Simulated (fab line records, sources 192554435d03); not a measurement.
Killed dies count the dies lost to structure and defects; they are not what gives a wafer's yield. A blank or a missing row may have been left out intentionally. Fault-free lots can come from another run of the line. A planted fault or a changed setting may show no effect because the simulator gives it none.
What tool caused it? -- flow n5_finfet -- 12 lots, 36 wafers sampled, at 5 steps of a route of 1938

WHAT THE GAUGES SHOWED, per wafer
N5_MOL_CONTACT_COAG_CD_MEAS_40: target cd 25.1 nm.
lot,measured,on,cd_nm (nm)
L075,day 5 10:19,cd_sem-03,25.20 24.76 25.64
L077,day 5 20:08,cd_sem-01,25.13 25.62 25.42
L079,day 6 09:42,cd_sem-03,24.88 25.14 25.22
L081,day 7 00:17,cd_sem-01,25.02 25.16 25.46
L083,day 7 15:56,cd_sem-03,25.39 24.97 25.36
L085,day 7 19:38,cd_sem-03,24.83 24.84 24.78
L087,day 8 13:26,cd_sem-02,25.10 25.47 25.10
L089,day 8 21:16,cd_sem-01,25.27 24.64 25.19
L091,day 9 08:24,cd_sem-02,24.81 24.62 25.26
L093,day 9 23:26,cd_sem-01,25.38 25.17 25.12
L095,day 10 13:37,cd_sem-02,24.86 24.97 25.18
L097,day 10 22:35,cd_sem-02,25.30 25.13 24.86

WHICH TOOL RAN EACH LOT (tool, then ch and the chambers of the sampled wafers, then the start)
lot,N5_MOL_CONTACT_COAG_ETCH_110,N5_MOL_CONTACT_COAG_ANNEAL_113,N5_MOL_CONTACT_COAG_SPUTTER_130,N5_MOL_CONTACT_COAG_VIA_ETCH_46
L075,"rie_diel-04 ch 1,2,3, day 4 20:46","rtp_anneal-02 ch 0, day 5 01:55","pvd_sputter-01, day 5 04:19","rie_diel-05 ch 0,1,3, day 5 09:40"
L077,"rie_diel-04 ch 1,2,3, day 5 10:07","rtp_anneal-01 ch 0, day 5 13:28","pvd_sputter-02, day 5 15:01","rie_diel-04 ch 0,1, day 5 19:29"
L079,"rie_diel-04 ch 1,2,3, day 5 21:16","rtp_anneal-02 ch 0, day 6 00:43","pvd_sputter-02, day 6 03:05","rie_diel-05 ch 1,2, day 6 09:03"
L081,"rie_diel-01 ch 1,2, day 6 10:56","rtp_anneal-01 ch 0, day 6 14:03","pvd_sputter-01, day 6 18:38","rie_diel-05 ch 0,1,2, day 6 23:31"
L083,"rie_diel-05 ch 0,3, day 7 04:38","rtp_anneal-02 ch 0, day 7 09:14","pvd_sputter-03, day 7 10:55","rie_diel-05 ch 0,2,3, day 7 15:16"
L085,"rie_diel-01 ch 2,3, day 7 09:25","rtp_anneal-02 ch 0, day 7 12:10","pvd_sputter-02, day 7 14:29","rie_diel-05 ch 0,1,3, day 7 18:59"
L087,"rie_diel-05 ch 0,1, day 8 01:21","rtp_anneal-02 ch 0, day 8 04:08","pvd_sputter-02, day 8 06:02","rie_diel-01 ch 2,3, day 8 12:47"
L089,"rie_diel-01 ch 0,1, day 8 09:32","rtp_anneal-02 ch 0, day 8 13:19","pvd_sputter-03, day 8 14:51","rie_diel-05 ch 0,1,3, day 8 20:29"
L091,"rie_diel-01 ch 0,1, day 8 22:03","rtp_anneal-02 ch 0, day 9 01:56","pvd_sputter-01, day 9 03:08","rie_diel-04 ch 1,2,3, day 9 07:46"
L093,"rie_diel-05 ch 1,2,3, day 9 10:45","rtp_anneal-01 ch 0, day 9 16:22","pvd_sputter-01, day 9 18:20","rie_diel-04 ch 0,2,3, day 9 22:47"
L095,"rie_diel-04 ch 1,2,3, day 9 21:57","rtp_anneal-02 ch 0, day 10 01:47","pvd_sputter-01, day 10 04:22","rie_diel-01 ch 1,3, day 10 12:58"
L097,"rie_diel-04 ch 0,1,3, day 10 13:09","rtp_anneal-02 ch 0, day 10 15:35","pvd_sputter-02, day 10 17:23","rie_diel-05 ch 2,3, day 10 21:56"
- N5_MOL_CONTACT_COAG_ETCH_110: etches Si in CF4/O2, target depth 2.5 nm, time 8 s.
- N5_MOL_CONTACT_COAG_ANNEAL_113: time 300 s.
- N5_MOL_CONTACT_COAG_SPUTTER_130: material Co, target thk 47.5 nm.
- N5_MOL_CONTACT_COAG_VIA_ETCH_46: etches SiO2 in C4F6/O2, target depth 46 nm, overetch 9.2 nm, time 40 s.

THE ANSWER, worked out from the rows above alone
Rule: what is usual is taken from the lots themselves. Put in order of their means at a reading, lots are off if they are a third of the lots or fewer, leave a main group of 4 or more, and stand apart from it by a gap of 3 or more times the standard deviation of the main group's means; of several such gaps the widest counts. A main group is skipped when, at the precision printed for the reading in the tables above, its means are all equal. Also off: a lot with no number at a reading for which 4 or more lots have one. Any other lot the step has rows for is counted as sound.
No lot is off on any of the readings shown, so nothing can be concluded from this.

WHAT WAS PUT IN BY THE SIMULATOR
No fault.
